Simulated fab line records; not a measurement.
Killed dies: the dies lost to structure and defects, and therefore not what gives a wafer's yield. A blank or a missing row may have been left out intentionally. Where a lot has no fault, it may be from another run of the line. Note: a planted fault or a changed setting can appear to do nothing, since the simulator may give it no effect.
Problem report in the 8D (eight disciplines) form, filled by code | flow nand harc | the parts of the form that need people (team, actions taken, sign-off) are left out

## 1. THE PROBLEM
Mean of killed at periphery at NHARC_END_SORT_01: 29.0 across 3 wafers in 2 lots; on wafers with no fault it is 3.7 (standard deviation 2.3). Measured from the usual mean, that is +11 standard deviations.
First seen on wafer L330.3, day 30 13:58, on prober-01. The record has a number at this step for 6 wafers belonging to 2 lots. Rule for "out" (also "out of limits"): further than 4 standard deviations from the usual mean. The rest of the wafers with a number are treated as sound.

## 2. WHAT IT IS, WHAT IT ISN'T
question                    | is                     | is not
which readings at this step | killed at periphery    | killed at array, killed at other, killed dies, killed open, killed short
which lots                  | L330, L332             | -
which wafers of those lots  | L330.3, L332.4, L332.5 | L330.4, L330.6, L332.3
read on which gauges        | prober-01, prober-02   | -
when                        | from day 30 13:58      | up to then (0 sound wafers); but 3 sound wafers of L330, L332 came after

## 3. WHAT RULES OUT EACH SUSPECT
Counting: a tool at a process step up to the reading stays a suspect if it ran every lot that is out. Sound lots after the first of them don't rule it out here, since some wafers of a struck lot are sound.
- ruled out: the gauge at NHARC_END_SORT_01. 2 gauges (prober-01, prober-02) read the wafers that are out.
- cvd w-02 at NHARC_P_CONTACT_CVD_23 (deposits W, target thk 200 nm, time 557 s): kept. It ran every lot that is out, first L330 (day 12 02:57).
- Within cvd w-02 at NHARC_P_CONTACT_CVD_23: the wafers that are out ran in chamber 0; their sound lot-mates ran in chamber 1.
Remaining after the count: cvd w-02 at NHARC_P_CONTACT_CVD_23.

## 4. THE CAUSE (what the simulator had put in)
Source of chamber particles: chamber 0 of cvd w-02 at NHARC_P_CONTACT_CVD_23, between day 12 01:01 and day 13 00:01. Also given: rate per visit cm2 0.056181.
This tool alone remained once counting was done.

## 5. THE CHAIN OF EFFECTS, in route order
Each row: a reading where the mean over the struck wafers with a number is more than 3 standard deviations away from the usual. Readings are gone through only where the record gives a usual standard deviation; hours: the median, over the lots, of the time from a lot's start at the first step in this table giving one to that lot's start at this step; sigmas: the change measured in usual standard deviations.
hours | step              | reading             | usual | on struck wafers | change | sigmas
0     | NHARC_END_SORT_01 | killed at periphery | 3.7   | 29.0             | +25.3  | +11

## 6. HOW IT WOULD HAVE BEEN CAUGHT EARLIER
In this record the first reading out of limits at a measuring or inspecting step was taken at day 30 13:58, 445 hours after the fault began at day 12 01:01.
No tool reading at NHARC_P_CONTACT_CVD_23 that has a usual standard deviation in the record was out on any struck wafer, so an alarm limit of 4 standard deviations on those readings would not have fired.
All the lots that are out (2) had begun NHARC_P_CONTACT_CVD_23 on cvd w-02 by day 30 13:58. Tool hold at that time: it would have spared none of them.
